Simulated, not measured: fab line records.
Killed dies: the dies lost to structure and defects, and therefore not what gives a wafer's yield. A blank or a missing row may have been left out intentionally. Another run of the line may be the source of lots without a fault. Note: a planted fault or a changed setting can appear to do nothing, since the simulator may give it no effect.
Comparing a struck lot with a sound one | flow n5Finfet | 27 steps out of a route of 1938
Sound: wafers L993.1, L993.2, L993.5. Wafers struck: L987.1, L987.2, L987.6. Last of all comes the cause.
For every step that has rows: the tool of each side, followed by ch and its chambers, followed by its first start. Under that, the readings that differ: sound wafers | struck wafers | difference of the means | sigmas: that difference in standard deviations of wafers without a fault.
alike: a reading whose means differ by less than 2 such deviations, as well as words and numbers matching on both sides. not compared: withheld readings; readings where some wafer has no value; bounds like >300 that might hide an equal value; numbers whose values overlap and for which the record gives no deviation.
A row with sigmas, a row that says differs or no value, or rows on one side alone: a step with any of these is where the two part. Numbers that don't overlap but have no deviation are shown without sigmas and don't part them. A reading missing from all wafers of one side parts the sides only when that side holds two or more wafers.

first, 9 steps without rows for these wafers: N5_BEOL_M14_COAT_58 (time 60 s, resist thk 89 nm); N5_BEOL_M14_COAT_04 (resist thk 800 nm); N5_BEOL_M14_EBR_06; N5_BEOL_M14_SOFTBAKE_05 (time 60 s); N5_BEOL_M14_EXPOSE_07 (exposes mask V13); N5_BEOL_M14_PEB_08 (peb time 90 s); N5_BEOL_M14_DEVELOP_09 (develop time 45 s); N5_BEOL_M14_HARDBAKE_14 (time 120 s); N5_BEOL_M14_DESCUM_15 (chemistry O2, time 7.9 s).
N5_BEOL_M14_ETCH_59: etches BARC in N2/H2, target depth 89 nm, overetch 26.7 nm, time 67.9 s.
  sound on rieDiel-01 ch 1,2, day 15 23:32; struck on rieDiel-02 ch 0,2,3, day 14 18:00
  alike: drypumpMotorCurrentA, oesProductAu, rfVppV, showerheadPlenumPTorr, throttleValvePct
  not compared: rfHoursCounterH
then, 14 steps without rows for these wafers: N5_BEOL_M14_VIA_ETCH_16 (etches SiO2 in C4F8/O2/Ar, target depth 1231.3 nm); N5_BEOL_M14_STRIP_63 (strips in O2); N5_BEOL_M14_STRIP_64 (strips in O2); N5_BEOL_M14_STRIP_71 (strips in post etch residue remover, time 60 s); N5_BEOL_M14_SRD_72 (time 30 s, dry time 30 s); N5_BEOL_M14_COAT_65 (time 60 s, resist thk 450 nm); N5_BEOL_M14_COAT_66 (time 60 s, resist thk 110 nm); N5_BEOL_M14_COAT_22 (resist thk 300 nm); N5_BEOL_M14_EBR_24; N5_BEOL_M14_SOFTBAKE_23 (time 60 s); N5_BEOL_M14_EXPOSE_25 (exposes mask M14, target cd 280 nm); N5_BEOL_M14_PEB_26 (peb time 90 s); N5_BEOL_M14_DEVELOP_27 (develop time 45 s); N5_BEOL_M14_HARDBAKE_32 (time 120 s).
N5_BEOL_M14_INSPECT_30: inspects for defects (macro).
  sound on defectInspect-02 at day 16 00:19; struck on defectInspect-01 at day 14 18:47
reading        | sound | struck         | difference | sigmas
rawDefectCount | 4 1 3 | >300 >300 >300 | differs    | 
then, 1 step without rows for these wafers: N5_BEOL_M14_DESCUM_33 (chemistry O2, time 7.9 s).
N5_PASSIVATION_PROBE_49:
  the record has rows for the struck wafers here (prober-01, day 15 18:46) and none for the sound ones

## WHERE THEY PART
First at N5_BEOL_M14_INSPECT_30; last, within this record, at N5_PASSIVATION_PROBE_49.

WHY: what had been put in by the simulator
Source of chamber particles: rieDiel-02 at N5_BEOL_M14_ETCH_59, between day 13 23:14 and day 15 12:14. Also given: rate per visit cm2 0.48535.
